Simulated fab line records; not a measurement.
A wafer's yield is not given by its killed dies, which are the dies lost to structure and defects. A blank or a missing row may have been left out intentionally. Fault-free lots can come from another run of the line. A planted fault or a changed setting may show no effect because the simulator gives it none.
Split-lot experiment    flow n5 finfet    route with 1938 steps; 7 lots, 21 wafers read

== THE SPLIT ==
At N5_BEOL_M11_VIA_ETCH_34 (etches SiCOH lowk in C4F6/O2, target depth 184.5 nm, time 69.2 s), the setting time s was moved away from the recipe's 69.2 s on 3 of the 21 wafers read, by -14.4% to -7.9%. All remaining wafers had this setting at the recipe value.

The split's own step is where the reading is taken.

== THE READING ==
etch.depth nm (the simulator's own value, which no gauge read), in nm, at N5_BEOL_M11_VIA_ETCH_34 (etches SiCOH lowk in C4F6/O2, target depth 184.5 nm, time 69.2 s). The file does not state a usual value for it. Average 183.7 nm, standard deviation 3.2 nm, over the 18 wafers here run with the recipe.

wafer   tool, chamber at the split  time s as run, s  against the recipe  etch.depth nm, nm  against lot-mates on the recipe
L074.1  rie diel-04, 2              69.2              recipe              189                -
L074.3  rie diel-04, 3              69.2              recipe              179.2              -
L074.5  rie diel-04, 1              63.76             -7.9%               174.2              -9.9
L077.3  rie diel-01, 2              69.2              recipe              180.8              -
L077.4  rie diel-01, 0              69.2              recipe              189.8              -
L077.6  rie diel-01, 2              69.2              recipe              181.7              -
L080.2  rie diel-02, 2              69.2              recipe              179.2              -
L080.4  rie diel-02, 0              69.2              recipe              184.5              -
L080.6  rie diel-02, 2              69.2              recipe              180.6              -
L082.1  rie diel-02, 2              69.2              recipe              179.3              -
L082.2  rie diel-02, 1              69.2              recipe              184.5              -
L082.6  rie diel-02, 0              69.2              recipe              186                -
L084.2  rie diel-02, 0              69.2              recipe              183.8              -
L084.4  rie diel-02, 2              60.97             -11.9%              158.5              -25.7
L084.6  rie diel-02, 0              69.2              recipe              184.6              -
L091.2  rie diel-02, 0              69.2              recipe              182.1              -
L091.3  rie diel-02, 1              59.24             -14.4%              157.4              -26.0
L091.4  rie diel-02, 1              69.2              recipe              184.7              -
L094.1  rie diel-04, 2              69.2              recipe              185.7              -
L094.2  rie diel-04, 0              69.2              recipe              183.2              -
L094.3  rie diel-04, 3              69.2              recipe              188.1              -

THE FIT
A straight line over all 21 wafers: etch.depth nm changes by +1.84 nm for each +1% of time s; r = +0.92; the points scatter about the line by 3.4 nm.
The same after taking each lot's own level away (the mean of its wafers on the recipe; 21 wafers): +1.85 nm for each +1%; r = +0.93; scatter 3.1 nm.
That fit puts the effect of the largest move of time s on the reading at 27 nm.
Measured against the standard deviation above, the lots' own levels, which go from 181.43 to 185.67 nm, span 1.3 times it.
Consequently the slope shifts little with the lot-to-lot level, the two slopes agreeing.
Check: with one of the wafers moved furthest among these (-14.4%) left out of the fit, the line predicts -27.2 nm for it against its lot-mates. Against them it came out at -26 nm.

== OTHER SPLITS APPLIED TO THESE WAFERS ==
These wafers also went through other splits before the reading. Each is held against what the fit with the lots' levels taken away leaves over:
other split on the same wafers    wafers away from the commonest value  r with etch.depth nm (lot level and that fit taken away)
N5_BEOL_M7_ETCH_41 source w       4                                     +0.12
N5_BEOL_M8_ETCH_65 source w       6                                     +0.00
N5_BEOL_M9_TRENCH_ETCH_37 bias w  7                                     +0.17
N5_BEOL_M10_COAT_64 spin rpm      6                                     -0.21
N5_BEOL_M10_PEB_26 peb time s     9                                     +0.12
N5_BEOL_M11_EXPOSE_25 dose mj     6                                     +0.14

== THE FILE'S OWN FIT ==
etch.depth nm changes by +1.85 nm for each +1% of time s, r = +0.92.
